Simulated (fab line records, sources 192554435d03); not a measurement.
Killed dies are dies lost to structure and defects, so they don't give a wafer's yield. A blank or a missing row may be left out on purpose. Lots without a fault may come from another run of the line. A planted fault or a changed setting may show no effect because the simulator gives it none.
Chamber matching | flow n5_finfet | N5_FIN_SAQP_PECVD_47 on pecvd-01: 3 sister chambers
The step deposits a-Si from SiH4/He, target thk 45 nm, time 36.3 s. 3 wafers are shown with their chamber, then 8 later ones without.

WAFERS WITH THEIR CHAMBER
wafer  | chamber | showerhead_plenum_p_Torr (Torr)
L089.2 | 0       | 5.60
L089.5 | 1       | 5.64
L090.4 | 2       | 5.71

WAFERS WITHOUT THEIR CHAMBER
wafer  | showerhead_plenum_p_Torr (Torr)
L090.5 | 5.60
L090.6 | 5.64
L092.3 | 5.62
L092.4 | 5.65
L092.5 | 5.61
L093.1 | 5.71
L093.2 | 5.63
L093.6 | 5.71

WHICH CHAMBER EACH WENT THROUGH
wafer  | from the rows above     | in truth
L090.5 | 0                       | 0
L090.6 | 1                       | 1
L092.3 | can't be placed: 1 or 0 | 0
L092.4 | 1                       | 1
L092.5 | 0                       | 0
L093.1 | 2                       | 2
L093.2 | 1                       | 1
L093.6 | 2                       | 2
Placed correctly: 7 of 8. Can't be placed from these rows: 1 (the true chamber is among the candidates in 1). Placed wrongly: 0.
How it was worked out, from the rows above alone: a wafer's distance from a chamber is the root of the sum, over the readings, of the square of ((its reading less the chamber's mean) divided by the reading's scatter). The wafer belongs to the nearest chamber; if the next one is less than 2 further off, it can't be placed. A chamber's mean is the mean of its shown wafers. The scatter: with one shown wafer a chamber, the root of the mean of the squares of how far each hidden wafer lies from its nearest shown one.
